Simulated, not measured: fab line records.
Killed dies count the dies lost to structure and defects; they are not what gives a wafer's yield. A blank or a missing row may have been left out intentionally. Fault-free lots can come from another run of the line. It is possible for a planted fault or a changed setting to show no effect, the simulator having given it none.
Chamber matching ; flow nandHarc ; NHARC_A_STAIRCASE_DEP_259 on pecvd-01: 3 sister chambers
The step deposits SiON, target thk 30 nm. 24 wafers are shown with their chamber, then 12 later ones without.

## WAFERS WITH THEIR CHAMBER
wafer;chamber;heaterPowerW (W)
L075.2;0;653
L075.3;1;848
L075.4;1;871
L077.1;1;837
L077.4;1;858
L077.5;2;978
L076.1;0;737
L076.2;2;1023
L076.3;1;776
L079.2;1;910
L079.3;2;880
L079.5;2;879
L081.1;0;725
L081.2;1;845
L081.5;0;711
L082.1;1;909
L082.4;0;715
L082.6;2;915
L085.2;2;1013
L085.5;1;930
L085.6;2;1043
L084.1;2;915
L084.4;2;936
L084.5;1;863

SIGNATURES (means of the wafers above)
reading;chamber 0;chamber 1;chamber 2;scatter within a chamber
heaterPowerW;708.20;864.70;953.56;50.3
Rule: a wafer lies at a distance from a chamber equal to the root of the sum of squares, over the readings, of (its reading less the chamber's mean, divided by the reading's scatter). The wafer belongs to the nearest chamber; if the next one is less than 2 further off, it can't be placed. The scatter: take each reading less its chamber's mean, square it, sum over the shown wafers, divide by the number of wafers less the number of chambers, and take the root.

## WAFERS WHOSE CHAMBER IS MISSING
wafer;heaterPowerW (W)
L091.1;819
L091.3;914
L091.4;657
L094.2;862
L094.5;687
L094.6;899
L093.1;964
L093.5;982
L093.6;716
L097.1;955
L097.2;712
L097.6;949

## WHICH CHAMBER EACH ONE RAN IN
wafer;from the rows above;in truth
L091.1;can't be placed: 1 or 0 or 2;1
L091.3;can't be placed: 2 or 1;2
L091.4;0;0
L094.2;can't be placed: 1 or 2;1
L094.5;0;0
L094.6;can't be placed: 1 or 2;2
L093.1;can't be placed: 2 or 1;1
L093.5;can't be placed: 2 or 1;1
L093.6;0;0
L097.1;can't be placed: 2 or 1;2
L097.2;0;0
L097.6;can't be placed: 2 or 1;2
Placed correctly: 4 of 12. Unplaceable from these rows: 8, with the true chamber sitting among the candidates in 8. Number placed wrongly: 0.
